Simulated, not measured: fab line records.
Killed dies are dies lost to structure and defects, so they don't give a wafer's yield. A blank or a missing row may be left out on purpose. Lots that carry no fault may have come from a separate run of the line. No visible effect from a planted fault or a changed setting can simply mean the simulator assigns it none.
fab line records	flow nandHarc
record: lots: 6	wafers: 18	lastDay: 23
route steps=1159 shown P_M2@332 END@1159
lots with no fault: from the same line, run without faults
startH: the number of hours between the record's first day and the start of the first shown wafer of the lot	waitH: hours elapsed since this lot's preceding step	" as in the row above	L1.1+2: one row covering several wafers at once	- no value, or no start given	* or withheld: withheld	< > ~ a bound
route shown NAME@n: a module of which the file shows steps, and the number in the route of the first	usual: the fault-free wafers' mean and standard deviation	same: alike in all rows	chamber/n: place in a boat	sites: the reading at each site	_std_site: the standard deviation of these	_edge_site: outer sites' mean less inner sites'	radiusMm: how far each site lies from the wafer's centre	mask NAME#n: copy n	behind: the tool/chamber that last shaped the wafer	hold: why the lot went on hold/how many hours it stayed there/how the hold came to an end	device: names the non-switching transistor (n, p or np)	end of line: at the end of the route, the tests of the same wafers	for a step that has no rows: nothing shown but its recipe	killed: not the wafer's yield, but the dies lost to structure and defects at the first sort	map: dies across one wafer; x = killed, . = not, _ = none there
set.NAME: the run value of the setting; set.NAME@STEP: its run value at that earlier step	model.NAME: the simulator's own value behind a step, which no gauge read
a table for each step, a row for each wafer; lots at some steps of the route
services: the hour from which a tool's chamber was out of use, counted from the record's first day as startH (under 0 if before that day), plus the number of hours and why
== steps ==
step: NHARC_P_M2_ETCH_35
recipe: targetDepthA: 400	overetchA: 120	timeS: 43.94	ionEnergyEv: 200	n2FlowSccm: 150	h2FlowSccm: 150	arFlowSccm: 0	rfW: 400	biasW: 150	chemistry: N2/H2
usual: drypumpMotorCurrentA: 5.7/0.47	oesProductAu: 0.999/0.0094	rfVppV: 429.9/3	showerheadPlenumPTorr: 2.02/0.1	throttleValvePct: 14.174/0.0089
lot.wafer	tool	chamber	startH	waitH	drypumpMotorCurrentA	oesProductAu	rfHoursCounterH	rfVppV	showerheadPlenumPTorr	throttleValvePct
L255.5	rieDiel-06	1	127.37	0.1	5.3	1.001	-	429.2	1.95	14.162
L255.6	"	2	"	"	5.7	1.011	-	425.6	1.90	14.176
L255.4	"	3	"	"	6.6	1.007	-	430.5	2.03	14.162
L258.1	rieDiel-02	2	139.37	0.1	5.4	0.990	28	431.3	2.02	14.166
L258.4	"	0	"	"	4.7	0.998	32	432.7	2.11	14.178
L258.6	"	1	"	"	5.3	0.998	-	429.9	2.02	14.171
L267.4	rieDiel-06	1	200.46	0.1	5.3	1.007	5	427.7	1.95	14.168
L267.6	"	0	"	"	5.6	0.990	-	433.2	2.20	14.180
L267.5	"	1	"	"	5.3	1.009	-	427.0	1.95	14.155
L268.1	rieDiel-06	0	201.44	0.1	5.6	0.990	4	435.2	2.20	14.174
L268.2	"	1	"	"	5.3	1.006	5	426.9	1.95	14.180
L268.4	"	0	"	"	5.6	0.992	-	433.8	2.20	14.191
L270.1	rieDiel-06	1	223.52	0.1	5.3	0.997	6	426.6	1.95	14.162
L270.4	"	3	"	"	6.6	1.001	6	431.0	2.03	14.191
L270.6	"	2	"	"	5.7	1.008	-	425.6	1.90	14.186
L274.2	rieDiel-06	3	233.10	0.1	6.6	0.993	6	430.6	2.03	14.183
L274.4	"	0	"	"	5.6	0.990	5	434.4	2.20	14.178
L274.5	"	3	"	"	6.6	1.001	-	431.3	2.03	14.173
step: NHARC_P_M2_ETCH_15
recipe: targetDepthA: 1825	timeS: 91.2	c4f8FlowSccm: withheld	arFlowSccm: 400	rfW: 600	biasW: 300	chemistry: C4F8/Ar
step: NHARC_P_M2_CD_MEAS_16
usual: cdNm: 169.5/0.76
lot.wafer	tool	chamber	startH	waitH	cdNm
L255.4	cdSem-01	-	127.60	-	168.6
L255.5	"	-	"	"	169.9
L255.6	"	-	"	"	169.3
L258.1	cdSem-02	-	139.58	-	168.3
L258.4	"	-	"	"	169.1
L258.6	"	-	"	"	169.1
L267.4	cdSem-03	-	200.69	-	169.2
L267.5	"	-	"	"	169.6
L267.6	"	-	"	"	169.4
L268.1	cdSem-01	-	201.69	-	168.8
L268.2	"	-	"	"	168.6
L268.4	"	-	"	"	170.1
L270.1	cdSem-03	-	223.74	-	169.5
L270.4	"	-	"	"	170.5
L270.6	"	-	"	"	169.4
L274.2	cdSem-02	-	233.32	-	169.4
L274.4	"	-	"	"	170.3
L274.5	"	-	"	"	169.1
step: NHARC_P_M2_STRIP_18
recipe: powerW: 1000	n2FlowSccm: 150	h2FlowSccm: 150	arFlowSccm: 0	biasW: 0	chemistry: N2/H2
step: NHARC_P_M2_ETCH_28
recipe: targetDepthA: 300	overEtchFrac: 0.3	timeS: 72.99	ionEnergyEv: 150	cf4FlowSccm: 50	n2FlowSccm: 100	arFlowSccm: 150	rfW: 300	biasW: 100	chemistry: CF4/N2
usual: drypumpMotorCurrentA: 5.7/0.51	oesProductAu: 1.000/0.0092	rfVppV: 313.6/2	showerheadPlenumPTorr: 2.59/0.11	throttleValvePct: 19.793/0.0099
lot.wafer	tool	chamber	startH	waitH	drypumpMotorCurrentA	oesProductAu	rfHoursCounterH	rfVppV	showerheadPlenumPTorr	throttleValvePct
L255.4	rieDiel-02	0	-	-	4.7	1.007	30	315.1	2.72	19.780
L255.5	"	0	"	"	4.7	1.011	-	315.4	2.72	19.793
L255.6	"	1	"	"	5.3	1.001	-	313.5	2.61	19.791
L258.1	rieDiel-06	1	-	-	5.3	1.000	3	311.7	2.52	19.779
L258.6	"	2	"	"	5.7	1.005	-	311.3	2.46	19.802
L258.4	"	3	"	"	6.6	1.009	-	314.2	2.61	19.799
L267.4	rieDiel-11	0	-	-	6.1	0.980	0	314.0	2.59	19.773
L267.5	"	0	"	"	6.1	0.973	-	313.4	2.59	19.798
L267.6	"	1	"	"	6.4	0.991	-	315.3	2.71	19.797
L268.2	rieDiel-11	0	-	-	6.1	0.981	0	313.2	2.59	19.785
L268.1	"	1	"	"	6.4	0.981	0	315.3	2.71	19.796
L268.4	"	2	"	"	5.6	1.000	0	312.0	2.49	19.791
L270.4	rieDiel-06	3	-	-	6.6	1.010	6	314.9	2.61	19.787
L270.1	"	0	"	"	5.6	0.985	5	317.3	2.82	19.781
L270.6	"	1	"	"	5.3	1.005	-	313.1	2.52	19.806
L274.2	rieDiel-06	0	-	-	5.6	0.990	6	317.3	2.82	19.778
L274.4	"	1	"	"	5.3	1.009	6	312.5	2.52	19.783
L274.5	"	3	"	"	6.6	1.008	-	312.4	2.61	19.782
step: NHARC_P_M2_STRIP_19
recipe: timeS: 600	tempC: 30	chemistry: postEtchResidueRemover
step: NHARC_P_M2_DEGAS_29
recipe: tempC: 250	timeS: 60
usual: heaterPowerW: 344/34	susceptorTempC: 249.97/0.19
lot.wafer	tool	chamber	startH	waitH	heaterPowerW	susceptorTempC
L255.4	pvdSputter-02	-	128.33	-	317	-
L255.6	"	-	"	"	315	-
L255.5	"	-	"	"	403	-
L258.4	pvdSputter-03	-	140.38	-	387	249.71
L258.1	"	-	"	"	342	250.10
L258.6	"	-	"	"	318	250.08
L267.4	pvdSputter-02	-	201.41	-	409	250.10
L267.6	"	-	"	"	393	249.79
L267.5	"	-	"	"	320	249.94
L268.2	pvdSputter-01	-	202.40	-	354	249.57
L268.1	"	-	"	"	289	250.03
L268.4	"	-	"	"	320	249.93
L270.1	pvdSputter-03	-	224.46	-	347	249.43
L270.4	"	-	"	"	343	250.00
L270.6	"	-	"	"	337	249.93
L274.2	pvdSputter-01	-	234.03	-	319	250.12
L274.4	"	-	"	"	292	249.73
L274.5	"	-	"	"	356	250.17
step: NHARC_P_M2_PRE_CLEAN_30
recipe: timeS: 30	tempC: 280	gas: H2/He
step: NHARC_P_M2_PVD_20
recipe: targetThkA: 50	biasV: 168.6	powerW: 15000	chamberPressurePa: 0.12	timeS: 8.06	substrateTempC: 50	material: TaN
step: NHARC_P_M2_PVD_21
recipe: targetThkA: 300	chamberPressurePa: 5	powerW: 5000	substrateTempC: 30	timeS: 20.49	material: Cu
usual: throttleValvePct: 30.0/1.2
lot.wafer	tool	chamber	startH	waitH	throttleValvePct
L255.4	pvdSputter-02	-	-	-	31.1
L255.6	"	-	"	"	31.1
L255.5	"	-	"	"	28.8
L258.1	pvdSputter-03	-	-	-	27.8
L258.4	"	-	"	"	30.9
L258.6	"	-	"	"	27.7
L267.4	pvdSputter-02	-	-	-	30.7
L267.5	"	-	"	"	29.6
L267.6	"	-	"	"	31.1
L268.2	pvdSputter-01	-	-	-	30.4
L268.1	"	-	"	"	32.2
L268.4	"	-	"	"	27.3
L270.1	pvdSputter-03	-	-	-	27.9
L270.4	"	-	"	"	30.8
L270.6	"	-	"	"	27.7
L274.2	pvdSputter-01	-	-	-	27.1
L274.4	"	-	"	"	29.6
L274.5	"	-	"	"	30.4
step: NHARC_P_M2_ECD_22
recipe: targetThkA: 4000	bathTempC: 25	material: Cu
step: NHARC_P_M2_ANNEAL_31
recipe: tempC: 225	timeS: 90
step: NHARC_P_M2_CMP_23
recipe: tOverpolishS: 20	targetThkNm: 144.3
usual: edgeZonePressureFrac: 0.999/0.0046	motorCurrentA: 11.3/1.2	slurryFilterDpKPa: 13.50/0.15	timeToEndpointS: 28/3
lot.wafer	tool	chamber	startH	waitH	edgeZonePressureFrac	motorCurrentA	slurryFilterDpKPa	timeToEndpointS
L255.4	cmp-01	1	129.44	-	1.000	13.2	13.29	28
L255.5	"	3	"	"	1.004	13.0	13.54	26
L255.6	"	0	"	"	1.002	10.5	13.70	33
L258.4	cmp-03	1	141.52	-	0.998	10.5	13.54	27
L258.1	"	2	"	"	0.995	8.7	13.50	30
L258.6	"	0	"	"	0.999	11.8	13.21	26
L267.4	cmp-03	1	202.56	-	0.997	10.6	13.67	28
L267.6	"	2	"	"	1.002	9.2	13.57	37
L267.5	"	3	"	"	0.999	12.1	13.49	29
L268.2	cmp-03	3	203.48	-	0.999	11.7	13.28	29
L268.1	"	0	"	"	1.001	12.3	13.48	26
L268.4	"	2	"	"	1.000	9.3	13.38	37
L270.4	cmp-04	0	225.54	-	0.999	11.0	13.39	29
L270.1	"	3	"	"	1.006	13.0	13.66	31
L270.6	"	0	"	"	0.994	11.8	13.57	28
L274.4	cmp-04	1	235.14	-	0.997	10.1	13.82	31
L274.2	"	2	"	"	1.001	11.6	13.41	25
L274.5	"	2	"	"	1.002	10.8	13.61	24
step: NHARC_P_M2_THK_MEAS_24
recipe: thkMeasGauge: xrf
usual: thkNm: 144.2/1.5
lot.wafer	tool	chamber	startH	waitH	thkNm
L255.4	filmMetro-01	-	129.70	-	144.5
L255.5	"	-	"	"	146.8
L255.6	"	-	"	"	145.7
L258.1	filmMetro-01	-	141.78	-	145.1
L258.4	"	-	"	"	145.4
L258.6	"	-	"	"	142.7
L267.4	filmMetro-02	-	202.79	-	142.4
L267.5	"	-	"	"	144.9
L267.6	"	-	"	"	149.4
L268.1	filmMetro-01	-	203.79	-	142.0
L268.2	"	-	"	"	144.6
L268.4	"	-	"	"	151.4
L270.1	filmMetro-01	-	225.86	-	147.3
L270.4	"	-	"	"	145.8
L270.6	"	-	"	"	144.2
L274.2	filmMetro-02	-	235.46	-	143.2
L274.4	"	-	"	"	143.6
L274.5	"	-	"	"	142.5
step: NHARC_P_M2_SRD_25
step: NHARC_P_M2_INSPECT_27
usual: rawDefectCount: 318/120
lot.wafer	tool	chamber	startH	waitH	rawDefectCount
L255.4	defectInspect-01	-	129.86	0.0	232
L255.5	"	-	"	"	244
L255.6	"	-	"	"	338
L258.1	defectInspect-01	-	141.94	0.0	255
L258.4	"	-	"	"	283
L258.6	"	-	"	"	245
L267.4	defectInspect-02	-	202.95	0.0	252
L267.5	"	-	"	"	341
L267.6	"	-	"	"	4743
L268.1	defectInspect-02	-	203.95	0.0	349
L268.2	"	-	"	"	275
L268.4	"	-	"	"	4505
L270.1	defectInspect-02	-	226.01	0.0	324
L270.4	"	-	"	"	348
L270.6	"	-	"	"	558
L274.2	defectInspect-01	-	235.62	0.0	529
L274.4	"	-	"	"	675
L274.5	"	-	"	"	471
step: NHARC_P_M2_PRE_CLEAN_32
recipe: timeS: 12	tempC: 370	rfPowerW: 300	gas: NH3
usual: heaterPowerW: 657/58	susceptorTempC: 369.97/0.22
lot.wafer	tool	chamber	startH	waitH	heaterPowerW	susceptorTempC
L255.4	pecvd-01	0	129.98	0.1	692	370.04
L255.5	"	1	"	"	620	369.81
L255.6	"	0	"	"	702	369.99
L258.1	pecvd-02	2	142.03	0.1	656	369.81
L258.4	"	0	"	"	576	370.26
L258.6	"	1	"	"	622	370.01
L267.5	pecvd-03	0	203.05	0.1	575	370.01
L267.4	"	1	"	"	763	369.96
L267.6	"	2	"	"	536	369.90
L268.2	pecvd-01	0	204.02	0.1	703	369.74
L268.1	"	1	"	"	563	370.15
L268.4	"	1	"	"	562	370.25
L270.1	pecvd-02	0	226.08	0.1	641	370.25
L270.6	"	0	"	"	661	370.09
L270.4	"	1	"	"	635	369.85
L274.2	pecvd-01	0	235.68	0.1	705	370.08
L274.5	"	0	"	"	741	369.78
L274.4	"	1	"	"	655	369.57
step: NHARC_END_SORT_01
recipe: tempC: 25
usual: defectLimitedYield: 95.6/1.6	killedAtArray: 26/10	killedAtOther: 0.5/0.87	killedAtPeriphery: 3.0/2.5	killedDies: 29/11	killedOpen: 3.3/1.9	killedShort: 1.8/1.5	sort_bin_2_pct: 1.3/0.63	sort_bin_3_pct: 0.25/0.22	sort_bin_4_pct: 2.8/1.1	sortNPass: 648/11	sortRimYieldPct: 96.5/2.6	sortYieldPct: 95.6/1.6
same: grossDies: 677	sort_bin_5_pct[%]: 0	sort_bin_6_pct[%]: 0	sort_bin_7_pct[%]: 0	sort_bin_8_pct[%]: 0	sortRimNGross: 106.00
lot.wafer	tool	chamber	startH	waitH	defectLimitedYield[%]	killedAtArray	killedAtOther	killedAtPeriphery	killedDies	killedOpen	killedShort	sort_bin_2_pct[%]	sort_bin_3_pct[%]	sort_bin_4_pct[%]	sortNPass	sortRimYieldPct[%]	sortYieldPct[%]
L255.4	prober-02	0	441.56	3.4	97.5	16	1	0	17	1	2	0	0	2.5	660	95.3	97.5
L255.5	prober-02	0	442.36	3.7	98.2	9	1	2	12	3	1	0.4	0.15	1.2	665	100.0	98.2
L255.6	prober-02	0	443.15	4.0	97.3	14	0	4	18	2	5	0.6	0.15	1.9	659	98.1	97.3
L258.1	prober-01	0	442.02	2.5	97.6	13	0	3	16	3	1	0.7	0	1.6	661	98.1	97.6
L258.4	prober-01	0	444.40	3.4	97.8	12	1	2	15	3	4	0.3	0.30	1.6	662	97.2	97.8
L258.6	prober-01	0	445.99	4.0	98.4	8	1	2	11	2	0	0.3	0.15	1.2	666	99.1	98.4
L268.1	prober-01	0	499.08	2.5	97.9	11	0	3	14	5	2	0.6	0	1.5	663	99.1	97.9
L268.2	prober-01	0	499.89	2.8	96.9	16	0	5	21	5	0	1.3	0	1.8	656	96.2	96.9
L268.4	prober-01	0	501.51	3.4	0	18	0	659	677	4	3	0.9	96.60	2.5	0	0	0
L267.4	prober-02	0	513.89	3.4	93.4	36	0	9	45	4	0	1.5	0.44	4.7	632	93.4	93.4
L267.5	prober-02	0	514.69	3.7	91.7	44	0	12	56	5	1	3.1	0.74	4.4	621	95.3	91.7
L267.6	prober-02	0	515.48	4.0	0	40	0	637	677	2	5	1.9	92.17	5.9	0	0	0
L270.1	prober-01	0	534.21	2.5	94.2	35	0	4	39	1	4	1.0	0.74	4.0	638	94.3	94.2
L270.4	prober-01	0	536.66	3.4	95.6	26	0	4	30	6	2	2.7	0	1.8	647	93.4	95.6
L270.6	prober-01	0	538.30	4.1	96.2	25	0	1	26	2	0	0.3	0	3.5	651	95.3	96.2
L274.2	prober-02	0	550.90	2.8	94.4	35	2	1	38	4	3	1.9	0.44	3.2	639	92.5	94.4
L274.4	prober-02	0	552.49	3.4	94.4	37	0	1	38	2	4	1.6	0.30	3.7	639	95.3	94.4
L274.5	prober-02	0	553.29	3.7	95.3	30	1	1	32	4	2	1.5	0.44	2.8	645	99.1	95.3
killed by level:class
L255.4 A_CHANNEL_HOLE_D1:chamberFilmFlake=5 A_CONTACT:chamberFilmFlake=3 A_ZERO_WELL:chamberFilmFlake=2 A_SLIT:chamberFilmFlake=2 A_CHANNEL_FILL_D1:geometricParticle:open=1 A_WL_FILL:geometricParticle:short=1 A_M0:geometricParticle:short=1 A_CHANNEL_FILL_D1:chamberFilmFlake=1
L258.1 A_CHANNEL_HOLE_D1:chamberFilmFlake=4 A_CONTACT:chamberFilmFlake=3 P_ZERO_WELL:chamberFilmFlake=2 A_CHANNEL_FILL_D1:chamberFilmFlake=2 P_GATE:geometricParticle:open=1 A_ONON_D1:geometricParticle:short=1 A_CONTACT:geometricParticle:open=1 A_BLC:geometricParticle:open=1
L255.5 A_CHANNEL_HOLE_D1:chamberFilmFlake=3 A_BLC:geometricParticle:open=2 P_M1:geometricParticle:short=1 A_WL_FILL:geometricParticle:open=1 P_ZERO_WELL:chamberFilmFlake=1 A_SLIT:unspecified=1 A_SLIT:chamberFilmFlake=1 A_CONTACT:chamberFilmFlake=1
L255.6 A_ZERO_WELL:chamberFilmFlake=3 A_WL_FILL:geometricParticle:short=2 A_CHANNEL_HOLE_D1:chamberFilmFlake=2 A_CHANNEL_FILL_D1:chamberFilmFlake=2 P_CONTACT:geometricParticle:open=1 A_CHANNEL_FILL_D1:geometricParticle:short=1 A_SLIT:geometricParticle:short=1 A_WL_FILL:geometricParticle:open=1
L258.4 A_M0:geometricParticle:open=2 A_CHANNEL_HOLE_D1:chamberFilmFlake=2 A_CONTACT:chamberFilmFlake=2 P_CONTACT:geometricParticle:short=1 A_ONON_D1:geometricParticle:short=1 A_WL_FILL:geometricParticle:short=1 A_CONTACT:geometricParticle:open=1 A_M1:geometricParticle:short=1
L258.6 A_CHANNEL_FILL_D1:chamberFilmFlake=2 P_CONTACT:geometricParticle:open=1 A_BLC:geometricParticle:open=1 P_ZERO_WELL:chamberFilmFlake=1 A_CHANNEL_HOLE_D1:chamberFilmFlake=1 A_STAIRCASE:chamberFilmFlake=1 A_SLIT:chamberFilmFlake=1 A_WL_FILL:chamberFilmFlake=1
L268.1 A_CONTACT:geometricParticle:open=3 A_CHANNEL_HOLE_D1:chamberFilmFlake=3 A_WL_FILL:geometricParticle:short=2 P_M0:geometricParticle:open=1 A_WL_FILL:geometricParticle:open=1 P_GATE:chamberFilmFlake=1 P_M2:chamberFilmFlake=1 A_STAIRCASE:chamberFilmFlake=1
L268.2 A_STAIRCASE:chamberFilmFlake=4 A_CONTACT:geometricParticle:open=3 A_CHANNEL_HOLE_D1:chamberFilmFlake=3 A_CONTACT:chamberFilmFlake=3 A_CHANNEL_FILL_D1:geometricParticle:open=2 P_STI:chamberFilmFlake=2 P_ZERO_WELL:chamberFilmFlake=1 P_CONTACT:chamberFilmFlake=1
L268.4 P_M2:areaCmp=654 A_CHANNEL_HOLE_D1:chamberFilmFlake=7 A_STAIRCASE:chamberFilmFlake=4 A_ONON_D1:geometricParticle:short=3 P_M2:chamberFilmFlake=2 P_CONTACT:geometricParticle:open=1 A_SOURCE_PLATE:geometricParticle:open=1 P_ZERO_WELL:chamberFilmFlake=1
L267.4 A_SLIT:chamberFilmFlake=16 A_CHANNEL_HOLE_D1:chamberFilmFlake=14 P_STI:chamberFilmFlake=4 P_CONTACT:chamberFilmFlake=3 A_STAIRCASE:chamberFilmFlake=2 P_GATE:geometricParticle:open=1 A_CHANNEL_HOLE_D1:geometricParticle:open=1 A_BLC:geometricParticle:open=1
L267.5 A_CHANNEL_HOLE_D1:chamberFilmFlake=19 A_SLIT:chamberFilmFlake=16 P_STI:chamberFilmFlake=8 A_CONTACT:geometricParticle:open=2 A_M0:geometricParticle:open=2 P_GATE:chamberFilmFlake=2 P_CONTACT:chamberFilmFlake=2 A_ONON_D1:geometricParticle:short=1
L267.6 P_M2:areaCmp=623 A_CHANNEL_HOLE_D1:chamberFilmFlake=22 A_SLIT:chamberFilmFlake=8 P_STI:chamberFilmFlake=5 P_CONTACT:chamberFilmFlake=4 A_WL_FILL:geometricParticle:short=3 P_M2:chamberFilmFlake=3 A_M0:geometricParticle:short=2
L270.1 A_SLIT:chamberFilmFlake=20 A_STAIRCASE:chamberFilmFlake=5 A_CHANNEL_HOLE_D1:chamberFilmFlake=3 A_CONTACT:chamberFilmFlake=3 A_CHANNEL_FILL_D1:geometricParticle:short=2 P_M0:geometricParticle:short=1 A_BLC:geometricParticle:open=1 A_M1:geometricParticle:short=1
L270.4 A_SLIT:chamberFilmFlake=15 A_CHANNEL_HOLE_D1:chamberFilmFlake=3 A_CONTACT:geometricParticle:open=2 A_CONTACT:chamberFilmFlake=2 P_STI:geometricParticle:open=1 P_ZERO_WELL:chamberFilmFlake=1 P_GATE:geometricParticle:open=1 P_M0:geometricParticle:open=1
L270.6 A_SLIT:chamberFilmFlake=14 A_CHANNEL_HOLE_D1:chamberFilmFlake=5 A_STAIRCASE:chamberFilmFlake=4 A_CHANNEL_FILL_D1:geometricParticle:open=1 A_M1:geometricParticle:open=1 P_M0:chamberFilmFlake=1
L274.2 A_SLIT:chamberFilmFlake=15 A_CHANNEL_HOLE_D1:chamberFilmFlake=4 A_CONTACT:chamberFilmFlake=4 A_M0:chamberFilmFlake=3 A_CONTACT:geometricParticle:open=2 A_STAIRCASE:chamberFilmFlake=2 THIN_TSV:chamberFilmFlake=2 A_ONON_D1:geometricParticle:short=1
L274.4 A_SLIT:chamberFilmFlake=15 A_CHANNEL_HOLE_D1:chamberFilmFlake=6 A_STAIRCASE:chamberFilmFlake=5 A_CONTACT:chamberFilmFlake=4 A_CONTACT:geometricParticle:open=2 A_M0:geometricParticle:short=2 A_CHANNEL_HOLE_D1:geometricParticle:short=1 A_CONTACT:geometricParticle:short=1
L274.5 A_SLIT:chamberFilmFlake=17 A_CHANNEL_HOLE_D1:chamberFilmFlake=3 A_CONTACT:chamberFilmFlake=3 A_ONON_D1:geometricParticle:open=1 A_ONON_D1:geometricParticle:short=1 A_WL_FILL:geometricParticle:open=1 A_WL_FILL:geometricParticle:short=1 A_CONTACT:geometricParticle:open=1
map L267.6 (x killed, . not)
____________x____________
_________xxxxxxx_________
_______xxxxxxxxxxx_______
______xxxxxxxxxxxxx______
_____xxxxxxxxxxxxxxx_____
____xxxxxxxxxxxxxxxxx____
____xxxxxxxxxxxxxxxxx____
___xxxxxxxxxxxxxxxxxxx___
___xxxxxxxxxxxxxxxxxxx___
__xxxxxxxxxxxxxxxxxxxxx__
__xxxxxxxxxxxxxxxxxxxxx__
_xxxxxxxxxxxxxxxxxxxxxxx_
_xxxxxxxxxxxxxxxxxxxxxxx_
_xxxxxxxxxxxxxxxxxxxxxxx_
_xxxxxxxxxxxxxxxxxxxxxxx_
_xxxxxxxxxxxxxxxxxxxxxxx_
xxxxxxxxxxxxxxxxxxxxxxxxx
xxxxxxxxxxxxxxxxxxxxxxxxx
xxxxxxxxxxxxxxxxxxxxxxxxx
xxxxxxxxxxxxxxxxxxxxxxxxx
xxxxxxxxxxxxxxxxxxxxxxxxx
_xxxxxxxxxxxxxxxxxxxxxxx_
_xxxxxxxxxxxxxxxxxxxxxxx_
_xxxxxxxxxxxxxxxxxxxxxxx_
_xxxxxxxxxxxxxxxxxxxxxxx_
_xxxxxxxxxxxxxxxxxxxxxxx_
__xxxxxxxxxxxxxxxxxxxxx__
__xxxxxxxxxxxxxxxxxxxxx__
___xxxxxxxxxxxxxxxxxxx___
___xxxxxxxxxxxxxxxxxxx___
____xxxxxxxxxxxxxxxxx____
____xxxxxxxxxxxxxxxxx____
_____xxxxxxxxxxxxxxx_____
______xxxxxxxxxxxxx______
_______xxxxxxxxxxx_______
_________xxxxxxx_________
____________x____________
map L268.4 (x killed, . not)
____________x____________
_________xxxxxxx_________
_______xxxxxxxxxxx_______
______xxxxxxxxxxxxx______
_____xxxxxxxxxxxxxxx_____
____xxxxxxxxxxxxxxxxx____
____xxxxxxxxxxxxxxxxx____
___xxxxxxxxxxxxxxxxxxx___
___xxxxxxxxxxxxxxxxxxx___
__xxxxxxxxxxxxxxxxxxxxx__
__xxxxxxxxxxxxxxxxxxxxx__
_xxxxxxxxxxxxxxxxxxxxxxx_
_xxxxxxxxxxxxxxxxxxxxxxx_
_xxxxxxxxxxxxxxxxxxxxxxx_
_xxxxxxxxxxxxxxxxxxxxxxx_
_xxxxxxxxxxxxxxxxxxxxxxx_
xxxxxxxxxxxxxxxxxxxxxxxxx
xxxxxxxxxxxxxxxxxxxxxxxxx
xxxxxxxxxxxxxxxxxxxxxxxxx
xxxxxxxxxxxxxxxxxxxxxxxxx
xxxxxxxxxxxxxxxxxxxxxxxxx
_xxxxxxxxxxxxxxxxxxxxxxx_
_xxxxxxxxxxxxxxxxxxxxxxx_
_xxxxxxxxxxxxxxxxxxxxxxx_
_xxxxxxxxxxxxxxxxxxxxxxx_
_xxxxxxxxxxxxxxxxxxxxxxx_
__xxxxxxxxxxxxxxxxxxxxx__
__xxxxxxxxxxxxxxxxxxxxx__
___xxxxxxxxxxxxxxxxxxx___
___xxxxxxxxxxxxxxxxxxx___
____xxxxxxxxxxxxxxxxx____
____xxxxxxxxxxxxxxxxx____
_____xxxxxxxxxxxxxxx_____
______xxxxxxxxxxxxx______
_______xxxxxxxxxxx_______
_________xxxxxxx_________
____________x____________
== services ==
tool	chamber	startH	hours	kind
cmp-03	-	103.77	2.4	repair
cmp-04	-	105.00	4.0	pm
rieDiel-06	0	121.33	20.3	repair
pecvd-01	2	121.67	27.9	repair
pvdSputter-02	-	124.96	1.4	repair
pvdSputter-01	-	131.36	2.0	repair
cmp-03	-	138.01	2.3	repair
pvdSputter-01	-	143.99	1.0	repair
rieDiel-02	3	144.75	8.2	repair
rieDiel-02	-	150.70	9.0	pm
cmp-03	-	152.61	0.3	repair
pecvd-02	-	153.00	13.0	pm
pvdSputter-01	-	158.07	10.0	pm
cmp-03	-	168.08	1.1	repair
cmp-03	-	176.80	4.0	pm
pvdSputter-02	-	182.51	2.1	repair
rieDiel-02	3	184.48	4.1	repair
rieDiel-02	2	186.18	7.2	repair
rieDiel-11	-	189.50	9.0	pm
pvdSputter-02	-	192.38	2.9	repair
rieDiel-06	3	201.27	4.0	repair
cmp-04	-	203.00	4.0	pm
pvdSputter-02	-	215.40	10.0	pm
pvdSputter-01	-	217.98	2.5	repair
== key ==
firstSign: step: NHARC_P_M2_CMP_23	reading: timeToEndpointS	direction: up	sigmas: 2.9	usual: *	struck: *
effect: step: NHARC_P_M2_THK_MEAS_24	reading: thkNm	direction: up	sigmas: 4.2	usual: 144.2	struck: 150.4
effect: step: NHARC_P_M2_INSPECT_27	reading: rawDefectCount	direction: up	sigmas: 37	usual: 318	struck: 4624
effect: step: NHARC_END_SORT_01	reading: sort_bin_3_pct	direction: up	sigmas: 99+	usual: 0.25	struck: 94.39
moreKillsBornAt: NHARC_P_M2_CMP_23@cmp-03: 1277
metAt NHARC_P_M2_CMP_23
struckWafers L267.6,L268.4
laterRowsLeftOut L267.6,L268.4
onsetBetween 141.52 202.56
fault: kind: processParameterDrift	tool: cmp-03	chamber: 2	onsetH: 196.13	steps: NHARC_P_M2_CMP_23	channel: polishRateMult	offset: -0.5	shape: step	endH: 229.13
laterRowsLeftOut: the simulator's readings of these wafers behind a module that went badly wrong aren't trusted and aren't shown, but for the sort
